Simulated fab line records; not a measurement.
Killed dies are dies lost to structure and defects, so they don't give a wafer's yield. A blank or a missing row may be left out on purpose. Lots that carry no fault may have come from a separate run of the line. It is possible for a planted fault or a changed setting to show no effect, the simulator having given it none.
Which tool is to blame? / flow n5Finfet / 24 lots with 72 wafers sampled at 5 steps, on a route of 1938 steps

== WHAT THE GAUGES READ, wafer by wafer ==
N5_BEOL_M14_INSPECT_12: inspects for defects (macro). Usual: rawDefectCount at 2.0, with a standard deviation of 1.4.
lot=L074; measured=day 11 05:11; on=defectInspect-01; rawDefectCount=2 1 5; flag=
lot=L075; measured=day 11 08:52; on=defectInspect-02; rawDefectCount=1 1 1; flag=
lot=L076; measured=day 12 00:19; on=defectInspect-01; rawDefectCount=1 2 1; flag=
lot=L077; measured=day 12 05:25; on=defectInspect-01; rawDefectCount=2 4 3; flag=
lot=L080; measured=day 12 12:56; on=defectInspect-01; rawDefectCount=3 2 1; flag=
lot=L078; measured=day 12 13:49; on=defectInspect-01; rawDefectCount=3 1 2; flag=
lot=L079; measured=day 12 14:46; on=defectInspect-02; rawDefectCount=2 3 1; flag=
lot=L081; measured=day 13 02:26; on=defectInspect-02; rawDefectCount=1 2 2; flag=
lot=L083; measured=day 13 03:02; on=defectInspect-02; rawDefectCount=0 2 2; flag=
lot=L082; measured=day 13 08:35; on=defectInspect-02; rawDefectCount=0 1 1; flag=
lot=L084; measured=day 13 20:01; on=defectInspect-02; rawDefectCount=1 1 2; flag=
lot=L085; measured=day 13 23:31; on=defectInspect-02; rawDefectCount=0 1 4; flag=
lot=L086; measured=day 14 05:44; on=defectInspect-02; rawDefectCount=1 1 1; flag=
lot=L087; measured=day 14 13:55; on=defectInspect-01; rawDefectCount=0 3 2; flag=
lot=L089; measured=day 14 14:34; on=defectInspect-01; rawDefectCount=3 3 1; flag=
lot=L091; measured=day 14 22:56; on=defectInspect-02; rawDefectCount=0 2 4; flag=
lot=L088; measured=day 14 23:11; on=defectInspect-01; rawDefectCount=0 3 3; flag=
lot=L090; measured=day 15 14:35; on=defectInspect-02; rawDefectCount=1 5 4; flag=
lot=L092; measured=day 15 20:24; on=defectInspect-02; rawDefectCount=2 2 5; flag=
lot=L093; measured=day 16 11:35; on=defectInspect-01; rawDefectCount=0 4 1; flag=
lot=L095; measured=day 16 13:09; on=defectInspect-02; rawDefectCount=2 1 1; flag=
lot=L096; measured=day 17 05:56; on=defectInspect-01; rawDefectCount=6 2 2; flag=
lot=L094; measured=day 17 10:24; on=defectInspect-02; rawDefectCount=3 2 2; flag=
lot=L097; measured=day 17 21:39; on=defectInspect-02; rawDefectCount=2 4 1; flag=

== WHICH TOOL RAN EACH LOT (tool, then ch and the chambers of the sampled wafers, then the start) ==
lot=L074; N5_BEOL_M13_STRIP_37=plasmaAsher-02 ch 0, day 10 22:54; N5_BEOL_M13_PRE_CLEAN_42=pvdSputter-01, day 11 03:11; N5_BEOL_M13_SPUTTER_43=pvdSputter-01, day 11 03:14; N5_BEOL_M13_SPUTTER_45=pvdSputter-01, day 11 03:23
lot=L075; N5_BEOL_M13_STRIP_37=plasmaAsher-01 ch 0, day 11 06:13; N5_BEOL_M13_PRE_CLEAN_42=pvdSputter-02, day 11 06:56; N5_BEOL_M13_SPUTTER_43=pvdSputter-02, day 11 06:58; N5_BEOL_M13_SPUTTER_45=pvdSputter-02, day 11 07:08
lot=L076; N5_BEOL_M13_STRIP_37=plasmaAsher-02 ch 1, day 11 18:20; N5_BEOL_M13_PRE_CLEAN_42=pvdSputter-03, day 11 22:29; N5_BEOL_M13_SPUTTER_43=pvdSputter-03, day 11 22:32; N5_BEOL_M13_SPUTTER_45=pvdSputter-03, day 11 22:41
lot=L077; N5_BEOL_M13_STRIP_37=plasmaAsher-01 ch 0,1, day 12 01:48; N5_BEOL_M13_PRE_CLEAN_42=pvdSputter-02, day 12 03:34; N5_BEOL_M13_SPUTTER_43=pvdSputter-02, day 12 03:37; N5_BEOL_M13_SPUTTER_45=pvdSputter-02, day 12 03:46
lot=L080; N5_BEOL_M13_STRIP_37=plasmaAsher-01 ch 0,1, day 12 07:49; N5_BEOL_M13_PRE_CLEAN_42=pvdSputter-03, day 12 11:07; N5_BEOL_M13_SPUTTER_43=pvdSputter-03, day 12 11:09; N5_BEOL_M13_SPUTTER_45=pvdSputter-03, day 12 11:19
lot=L078; N5_BEOL_M13_STRIP_37=plasmaAsher-02 ch 0,1, day 12 11:32; N5_BEOL_M13_PRE_CLEAN_42=pvdSputter-02, day 12 11:52; N5_BEOL_M13_SPUTTER_43=pvdSputter-02, day 12 11:55; N5_BEOL_M13_SPUTTER_45=pvdSputter-02, day 12 12:04
lot=L079; N5_BEOL_M13_STRIP_37=plasmaAsher-01 ch 0,1, day 12 12:26; N5_BEOL_M13_PRE_CLEAN_42=pvdSputter-01, day 12 12:56; N5_BEOL_M13_SPUTTER_43=pvdSputter-01, day 12 12:58; N5_BEOL_M13_SPUTTER_45=pvdSputter-01, day 12 13:08
lot=L081; N5_BEOL_M13_STRIP_37=plasmaAsher-01 ch 0,1, day 12 23:09; N5_BEOL_M13_PRE_CLEAN_42=pvdSputter-01, day 13 00:29; N5_BEOL_M13_SPUTTER_43=pvdSputter-01, day 13 00:31; N5_BEOL_M13_SPUTTER_45=pvdSputter-01, day 13 00:41
lot=L083; N5_BEOL_M13_STRIP_37=plasmaAsher-02 ch 0,1, day 13 00:34; N5_BEOL_M13_PRE_CLEAN_42=pvdSputter-03, day 13 01:06; N5_BEOL_M13_SPUTTER_43=pvdSputter-03, day 13 01:08; N5_BEOL_M13_SPUTTER_45=pvdSputter-03, day 13 01:18
lot=L082; N5_BEOL_M13_STRIP_37=plasmaAsher-02 ch 0,1, day 13 04:10; N5_BEOL_M13_PRE_CLEAN_42=pvdSputter-01, day 13 06:37; N5_BEOL_M13_SPUTTER_43=pvdSputter-01, day 13 06:40; N5_BEOL_M13_SPUTTER_45=pvdSputter-01, day 13 06:49
lot=L084; N5_BEOL_M13_STRIP_37=plasmaAsher-01 ch 0,1, day 13 17:01; N5_BEOL_M13_PRE_CLEAN_42=pvdSputter-02, day 13 18:12; N5_BEOL_M13_SPUTTER_43=pvdSputter-02, day 13 18:14; N5_BEOL_M13_SPUTTER_45=pvdSputter-02, day 13 18:24
lot=L085; N5_BEOL_M13_STRIP_37=plasmaAsher-01 ch 0,1, day 13 20:56; N5_BEOL_M13_PRE_CLEAN_42=pvdSputter-02, day 13 21:42; N5_BEOL_M13_SPUTTER_43=pvdSputter-02, day 13 21:44; N5_BEOL_M13_SPUTTER_45=pvdSputter-02, day 13 21:54
lot=L086; N5_BEOL_M13_STRIP_37=plasmaAsher-01 ch 0,1, day 14 02:25; N5_BEOL_M13_PRE_CLEAN_42=pvdSputter-02, day 14 03:55; N5_BEOL_M13_SPUTTER_43=pvdSputter-02, day 14 03:58; N5_BEOL_M13_SPUTTER_45=pvdSputter-02, day 14 04:07
lot=L087; N5_BEOL_M13_STRIP_37=plasmaAsher-01 ch 0,1, day 14 07:52; N5_BEOL_M13_PRE_CLEAN_42=pvdSputter-02, day 14 11:58; N5_BEOL_M13_SPUTTER_43=pvdSputter-02, day 14 12:01; N5_BEOL_M13_SPUTTER_45=pvdSputter-02, day 14 12:10
lot=L089; N5_BEOL_M13_STRIP_37=plasmaAsher-02 ch 0,1, day 14 10:11; N5_BEOL_M13_PRE_CLEAN_42=pvdSputter-02, day 14 12:45; N5_BEOL_M13_SPUTTER_43=pvdSputter-02, day 14 12:47; N5_BEOL_M13_SPUTTER_45=pvdSputter-02, day 14 12:57
lot=L091; N5_BEOL_M13_STRIP_37=plasmaAsher-01 ch 0,1, day 14 19:10; N5_BEOL_M13_PRE_CLEAN_42=pvdSputter-01, day 14 20:50; N5_BEOL_M13_SPUTTER_43=pvdSputter-01, day 14 20:52; N5_BEOL_M13_SPUTTER_45=pvdSputter-01, day 14 21:02
lot=L088; N5_BEOL_M13_STRIP_37=plasmaAsher-02 ch 0,1, day 14 20:01; N5_BEOL_M13_PRE_CLEAN_42=pvdSputter-02, day 14 21:10; N5_BEOL_M13_SPUTTER_43=pvdSputter-02, day 14 21:13; N5_BEOL_M13_SPUTTER_45=pvdSputter-02, day 14 21:22
lot=L090; N5_BEOL_M13_STRIP_37=plasmaAsher-02 ch 0,1, day 15 04:17; N5_BEOL_M13_PRE_CLEAN_42=pvdSputter-02, day 15 05:11; N5_BEOL_M13_SPUTTER_43=pvdSputter-02, day 15 05:13; N5_BEOL_M13_SPUTTER_45=pvdSputter-02, day 15 05:23
lot=L092; N5_BEOL_M13_STRIP_37=plasmaAsher-02 ch 0,1, day 15 17:20; N5_BEOL_M13_PRE_CLEAN_42=pvdSputter-02, day 15 18:03; N5_BEOL_M13_SPUTTER_43=pvdSputter-02, day 15 18:05; N5_BEOL_M13_SPUTTER_45=pvdSputter-02, day 15 18:15
lot=L093; N5_BEOL_M13_STRIP_37=plasmaAsher-02 ch 0,1, day 16 03:52; N5_BEOL_M13_PRE_CLEAN_42=pvdSputter-01, day 16 09:41; N5_BEOL_M13_SPUTTER_43=pvdSputter-01, day 16 09:43; N5_BEOL_M13_SPUTTER_45=pvdSputter-01, day 16 09:53
lot=L095; N5_BEOL_M13_STRIP_37=plasmaAsher-01 ch 0, day 16 10:32; N5_BEOL_M13_PRE_CLEAN_42=pvdSputter-01, day 16 11:20; N5_BEOL_M13_SPUTTER_43=pvdSputter-01, day 16 11:23; N5_BEOL_M13_SPUTTER_45=pvdSputter-01, day 16 11:32
lot=L096; N5_BEOL_M13_STRIP_37=plasmaAsher-01 ch 0,1, day 17 03:18; N5_BEOL_M13_PRE_CLEAN_42=pvdSputter-01, day 17 03:39; N5_BEOL_M13_SPUTTER_43=pvdSputter-01, day 17 03:41; N5_BEOL_M13_SPUTTER_45=pvdSputter-01, day 17 03:51
lot=L094; N5_BEOL_M13_STRIP_37=plasmaAsher-02 ch 0,1, day 17 07:18; N5_BEOL_M13_PRE_CLEAN_42=pvdSputter-03, day 17 08:14; N5_BEOL_M13_SPUTTER_43=pvdSputter-03, day 17 08:17; N5_BEOL_M13_SPUTTER_45=pvdSputter-03, day 17 08:26
lot=L097; N5_BEOL_M13_STRIP_37=plasmaAsher-01 ch 0,1, day 17 12:41; N5_BEOL_M13_PRE_CLEAN_42=pvdSputter-02, day 17 19:46; N5_BEOL_M13_SPUTTER_43=pvdSputter-02, day 17 19:48; N5_BEOL_M13_SPUTTER_45=pvdSputter-02, day 17 19:58
- N5_BEOL_M13_STRIP_37: strips in N2/H2.
- N5_BEOL_M13_PRE_CLEAN_42: time 30 s.
- N5_BEOL_M13_SPUTTER_43: material TaN, target thk 15 nm, time 24.19 s.
- N5_BEOL_M13_SPUTTER_45: material Cu, target thk 80 nm, time 13.33 s.

== AS READ BY THE TOOLS THEMSELVES (means over the sampled wafers that have a number; for cases with no such wafer, the mark the record gives instead) ==
N5_BEOL_M13_STRIP_37. Usual: drypumpMotorCurrentA 5.6 A, standard deviation 0.32; h2FlowSccm 3251 sccm, standard deviation 9.3; heaterPowerW 352 W, standard deviation 38; oesProductAu 0.784 a.u., standard deviation 0.01.
lot=L074; tool=plasmaAsher-02; drypumpMotorCurrentA (A)=5.4; h2FlowSccm (sccm)=3249; heaterPowerW (W)=302; oesProductAu (a.u.)=0.789; flag=
lot=L075; tool=plasmaAsher-01; drypumpMotorCurrentA (A)=5.2; h2FlowSccm (sccm)=3248; heaterPowerW (W)=413; oesProductAu (a.u.)=0.793; flag=
lot=L076; tool=plasmaAsher-02; drypumpMotorCurrentA (A)=5.8; h2FlowSccm (sccm)=3251; heaterPowerW (W)=349; oesProductAu (a.u.)=0.787; flag=
lot=L077; tool=plasmaAsher-01; drypumpMotorCurrentA (A)=5.5; h2FlowSccm (sccm)=3252; heaterPowerW (W)=385; oesProductAu (a.u.)=0.785; flag=
lot=L080; tool=plasmaAsher-01; drypumpMotorCurrentA (A)=5.7; h2FlowSccm (sccm)=3254; heaterPowerW (W)=356; oesProductAu (a.u.)=0.776; flag=
lot=L078; tool=plasmaAsher-02; drypumpMotorCurrentA (A)=5.6; h2FlowSccm (sccm)=3258; heaterPowerW (W)=319; oesProductAu (a.u.)=0.792; flag=
lot=L079; tool=plasmaAsher-01; drypumpMotorCurrentA (A)=5.7; h2FlowSccm (sccm)=3251; heaterPowerW (W)=355; oesProductAu (a.u.)=0.791; flag=
lot=L081; tool=plasmaAsher-01; drypumpMotorCurrentA (A)=5.7; h2FlowSccm (sccm)=3244; heaterPowerW (W)=357; oesProductAu (a.u.)=0.781; flag=
lot=L083; tool=plasmaAsher-02; drypumpMotorCurrentA (A)=5.8; h2FlowSccm (sccm)=3255; heaterPowerW (W)=336; oesProductAu (a.u.)=0.768; flag=
lot=L082; tool=plasmaAsher-02; drypumpMotorCurrentA (A)=5.7; h2FlowSccm (sccm)=3246; heaterPowerW (W)=334; oesProductAu (a.u.)=0.786; flag=
lot=L084; tool=plasmaAsher-01; drypumpMotorCurrentA (A)=5.7; h2FlowSccm (sccm)=3251; heaterPowerW (W)=364; oesProductAu (a.u.)=0.779; flag=
lot=L085; tool=plasmaAsher-01; drypumpMotorCurrentA (A)=5.5; h2FlowSccm (sccm)=3254; heaterPowerW (W)=385; oesProductAu (a.u.)=0.786; flag=
lot=L086; tool=plasmaAsher-01; drypumpMotorCurrentA (A)=5.5; h2FlowSccm (sccm)=3245; heaterPowerW (W)=394; oesProductAu (a.u.)=0.786; flag=
lot=L087; tool=plasmaAsher-01; drypumpMotorCurrentA (A)=5.7; h2FlowSccm (sccm)=3256; heaterPowerW (W)=366; oesProductAu (a.u.)=0.789; flag=
lot=L089; tool=plasmaAsher-02; drypumpMotorCurrentA (A)=5.6; h2FlowSccm (sccm)=3241; heaterPowerW (W)=320; oesProductAu (a.u.)=0.772; flag=
lot=L091; tool=plasmaAsher-01; drypumpMotorCurrentA (A)=5.7; h2FlowSccm (sccm)=3262; heaterPowerW (W)=360; oesProductAu (a.u.)=0.784; flag=
lot=L088; tool=plasmaAsher-02; drypumpMotorCurrentA (A)=5.7; h2FlowSccm (sccm)=3257; heaterPowerW (W)=338; oesProductAu (a.u.)=0.787; flag=
lot=L090; tool=plasmaAsher-02; drypumpMotorCurrentA (A)=5.5; h2FlowSccm (sccm)=3246; heaterPowerW (W)=322; oesProductAu (a.u.)=0.776; flag=
lot=L092; tool=plasmaAsher-02; drypumpMotorCurrentA (A)=5.6; h2FlowSccm (sccm)=3240; heaterPowerW (W)=315; oesProductAu (a.u.)=0.791; flag=
lot=L093; tool=plasmaAsher-02; drypumpMotorCurrentA (A)=5.6; h2FlowSccm (sccm)=3248; heaterPowerW (W)=316; oesProductAu (a.u.)=0.784; flag=
lot=L095; tool=plasmaAsher-01; drypumpMotorCurrentA (A)=5.2; h2FlowSccm (sccm)=3259; heaterPowerW (W)=407; oesProductAu (a.u.)=0.764; flag=
lot=L096; tool=plasmaAsher-01; drypumpMotorCurrentA (A)=5.7; h2FlowSccm (sccm)=3257; heaterPowerW (W)=367; oesProductAu (a.u.)=0.788; flag=
lot=L094; tool=plasmaAsher-02; drypumpMotorCurrentA (A)=5.7; h2FlowSccm (sccm)=3245; heaterPowerW (W)=331; oesProductAu (a.u.)=0.777; flag=
lot=L097; tool=plasmaAsher-01; drypumpMotorCurrentA (A)=5.7; h2FlowSccm (sccm)=3254; heaterPowerW (W)=357; oesProductAu (a.u.)=0.789; flag=

N5_BEOL_M13_PRE_CLEAN_42. Usual: heaterPowerW at 322 W, with a standard deviation of 38.
lot=L074; tool=pvdSputter-01; heaterPowerW (W)=332; flag=
lot=L075; tool=pvdSputter-02; heaterPowerW (W)=330; flag=
lot=L076; tool=pvdSputter-03; heaterPowerW (W)=315; flag=
lot=L077; tool=pvdSputter-02; heaterPowerW (W)=345; flag=
lot=L080; tool=pvdSputter-03; heaterPowerW (W)=312; flag=
lot=L078; tool=pvdSputter-02; heaterPowerW (W)=330; flag=
lot=L079; tool=pvdSputter-01; heaterPowerW (W)=318; flag=
lot=L081; tool=pvdSputter-01; heaterPowerW (W)=325; flag=
lot=L083; tool=pvdSputter-03; heaterPowerW (W)=317; flag=
lot=L082; tool=pvdSputter-01; heaterPowerW (W)=329; flag=
lot=L084; tool=pvdSputter-02; heaterPowerW (W)=305; flag=
lot=L085; tool=pvdSputter-02; heaterPowerW (W)=327; flag=
lot=L086; tool=pvdSputter-02; heaterPowerW (W)=328; flag=
lot=L087; tool=pvdSputter-02; heaterPowerW (W)=276; flag=
lot=L089; tool=pvdSputter-02; heaterPowerW (W)=327; flag=
lot=L091; tool=pvdSputter-01; heaterPowerW (W)=316; flag=
lot=L088; tool=pvdSputter-02; heaterPowerW (W)=345; flag=
lot=L090; tool=pvdSputter-02; heaterPowerW (W)=301; flag=
lot=L092; tool=pvdSputter-02; heaterPowerW (W)=345; flag=
lot=L093; tool=pvdSputter-01; heaterPowerW (W)=315; flag=
lot=L095; tool=pvdSputter-01; heaterPowerW (W)=314; flag=
lot=L096; tool=pvdSputter-01; heaterPowerW (W)=312; flag=
lot=L094; tool=pvdSputter-03; heaterPowerW (W)=314; flag=
lot=L097; tool=pvdSputter-02; heaterPowerW (W)=297; flag=

N5_BEOL_M13_SPUTTER_43. Usual: cathodeDcPowerW 15000 W, standard deviation 2.9; throttleValvePct 30.1 %, standard deviation 1.3.
lot=L074; tool=pvdSputter-01; cathodeDcPowerW (W)=15000; throttleValvePct (%)=29.9; flag=
lot=L075; tool=pvdSputter-02; cathodeDcPowerW (W)=14999; throttleValvePct (%)=30.1; flag=
lot=L076; tool=pvdSputter-03; cathodeDcPowerW (W)=14998; throttleValvePct (%)=30.1; flag=
lot=L077; tool=pvdSputter-02; cathodeDcPowerW (W)=14999; throttleValvePct (%)=29.6; flag=
lot=L080; tool=pvdSputter-03; cathodeDcPowerW (W)=15001; throttleValvePct (%)=30.2; flag=
lot=L078; tool=pvdSputter-02; cathodeDcPowerW (W)=14999; throttleValvePct (%)=30.2; flag=
lot=L079; tool=pvdSputter-01; cathodeDcPowerW (W)=15003; throttleValvePct (%)=29.7; flag=
lot=L081; tool=pvdSputter-01; cathodeDcPowerW (W)=15002; throttleValvePct (%)=29.8; flag=
lot=L083; tool=pvdSputter-03; cathodeDcPowerW (W)=15001; throttleValvePct (%)=30.2; flag=
lot=L082; tool=pvdSputter-01; cathodeDcPowerW (W)=15004; throttleValvePct (%)=29.9; flag=
lot=L084; tool=pvdSputter-02; cathodeDcPowerW (W)=14998; throttleValvePct (%)=29.7; flag=
lot=L085; tool=pvdSputter-02; cathodeDcPowerW (W)=15001; throttleValvePct (%)=30.7; flag=
lot=L086; tool=pvdSputter-02; cathodeDcPowerW (W)=15000; throttleValvePct (%)=30.0; flag=
lot=L087; tool=pvdSputter-02; cathodeDcPowerW (W)=15002; throttleValvePct (%)=32.1; flag=
lot=L089; tool=pvdSputter-02; cathodeDcPowerW (W)=15000; throttleValvePct (%)=30.8; flag=
lot=L091; tool=pvdSputter-01; cathodeDcPowerW (W)=15002; throttleValvePct (%)=29.7; flag=
lot=L088; tool=pvdSputter-02; cathodeDcPowerW (W)=14998; throttleValvePct (%)=29.4; flag=
lot=L090; tool=pvdSputter-02; cathodeDcPowerW (W)=15003; throttleValvePct (%)=30.6; flag=
lot=L092; tool=pvdSputter-02; cathodeDcPowerW (W)=14998; throttleValvePct (%)=29.5; flag=
lot=L093; tool=pvdSputter-01; cathodeDcPowerW (W)=14998; throttleValvePct (%)=30.0; flag=
lot=L095; tool=pvdSputter-01; cathodeDcPowerW (W)=14999; throttleValvePct (%)=29.6; flag=
lot=L096; tool=pvdSputter-01; cathodeDcPowerW (W)=14999; throttleValvePct (%)=29.8; flag=
lot=L094; tool=pvdSputter-03; cathodeDcPowerW (W)=14998; throttleValvePct (%)=30.1; flag=
lot=L097; tool=pvdSputter-02; cathodeDcPowerW (W)=15004; throttleValvePct (%)=31.5; flag=

N5_BEOL_M13_SPUTTER_45. Usual: cathodeDcPowerW 26000 W, standard deviation 4.4; chuckGasFlowSccm 1.26 sccm, standard deviation 0.051; throttleValvePct 30.1 %, standard deviation 1.4.
lot=L074; tool=pvdSputter-01; cathodeDcPowerW (W)=26001; chuckGasFlowSccm (sccm)=1.21; throttleValvePct (%)=29.9; flag=
lot=L075; tool=pvdSputter-02; cathodeDcPowerW (W)=26000; chuckGasFlowSccm (sccm)=1.28; throttleValvePct (%)=30.1; flag=
lot=L076; tool=pvdSputter-03; cathodeDcPowerW (W)=26001; chuckGasFlowSccm (sccm)=1.26; throttleValvePct (%)=30.0; flag=
lot=L077; tool=pvdSputter-02; cathodeDcPowerW (W)=25998; chuckGasFlowSccm (sccm)=1.26; throttleValvePct (%)=29.4; flag=
lot=L080; tool=pvdSputter-03; cathodeDcPowerW (W)=26003; chuckGasFlowSccm (sccm)=1.28; throttleValvePct (%)=30.1; flag=
lot=L078; tool=pvdSputter-02; cathodeDcPowerW (W)=25999; chuckGasFlowSccm (sccm)=1.21; throttleValvePct (%)=30.2; flag=
lot=L079; tool=pvdSputter-01; cathodeDcPowerW (W)=26006; chuckGasFlowSccm (sccm)=1.28; throttleValvePct (%)=29.4; flag=
lot=L081; tool=pvdSputter-01; cathodeDcPowerW (W)=25996; chuckGasFlowSccm (sccm)=1.24; throttleValvePct (%)=29.7; flag=
lot=L083; tool=pvdSputter-03; cathodeDcPowerW (W)=25996; chuckGasFlowSccm (sccm)=1.31; throttleValvePct (%)=30.2; flag=
lot=L082; tool=pvdSputter-01; cathodeDcPowerW (W)=26006; chuckGasFlowSccm (sccm)=1.29; throttleValvePct (%)=29.9; flag=
lot=L084; tool=pvdSputter-02; cathodeDcPowerW (W)=26002; chuckGasFlowSccm (sccm)=1.22; throttleValvePct (%)=30.0; flag=
lot=L085; tool=pvdSputter-02; cathodeDcPowerW (W)=26003; chuckGasFlowSccm (sccm)=1.25; throttleValvePct (%)=31.0; flag=
lot=L086; tool=pvdSputter-02; cathodeDcPowerW (W)=26004; chuckGasFlowSccm (sccm)=1.23; throttleValvePct (%)=30.0; flag=
lot=L087; tool=pvdSputter-02; cathodeDcPowerW (W)=26002; chuckGasFlowSccm (sccm)=1.27; throttleValvePct (%)=32.0; flag=
lot=L089; tool=pvdSputter-02; cathodeDcPowerW (W)=26003; chuckGasFlowSccm (sccm)=1.31; throttleValvePct (%)=31.0; flag=
lot=L091; tool=pvdSputter-01; cathodeDcPowerW (W)=25998; chuckGasFlowSccm (sccm)=1.27; throttleValvePct (%)=30.0; flag=
lot=L088; tool=pvdSputter-02; cathodeDcPowerW (W)=26001; chuckGasFlowSccm (sccm)=1.25; throttleValvePct (%)=29.4; flag=
lot=L090; tool=pvdSputter-02; cathodeDcPowerW (W)=25998; chuckGasFlowSccm (sccm)=1.28; throttleValvePct (%)=30.5; flag=
lot=L092; tool=pvdSputter-02; cathodeDcPowerW (W)=25995; chuckGasFlowSccm (sccm)=1.21; throttleValvePct (%)=29.6; flag=
lot=L093; tool=pvdSputter-01; cathodeDcPowerW (W)=25999; chuckGasFlowSccm (sccm)=1.24; throttleValvePct (%)=29.9; flag=
lot=L095; tool=pvdSputter-01; cathodeDcPowerW (W)=26001; chuckGasFlowSccm (sccm)=1.27; throttleValvePct (%)=29.5; flag=
lot=L096; tool=pvdSputter-01; cathodeDcPowerW (W)=26003; chuckGasFlowSccm (sccm)=1.25; throttleValvePct (%)=29.9; flag=
lot=L094; tool=pvdSputter-03; cathodeDcPowerW (W)=25999; chuckGasFlowSccm (sccm)=1.30; throttleValvePct (%)=30.2; flag=
lot=L097; tool=pvdSputter-02; cathodeDcPowerW (W)=26003; chuckGasFlowSccm (sccm)=1.24; throttleValvePct (%)=31.5; flag=

== THE ANSWER, worked out from the rows above alone ==
Rule: a lot is off if the mean of its wafers that have a number lies more than 3 standard deviations from the usual mean. A lot without any number at a reading at which 4 lots or more have one is off too. The other lots that the step has rows for count as sound. After the gauges, taken in route order, come the tools' own readings; for these a lot's mean is taken, as printed above. At the first step where some lot is off, the reading lying furthest off is the one used; lots without a number count as furthest.
No lot is off on any of the readings shown, so nothing can be concluded from this.

== WHAT WAS PUT IN BY THE SIMULATOR ==
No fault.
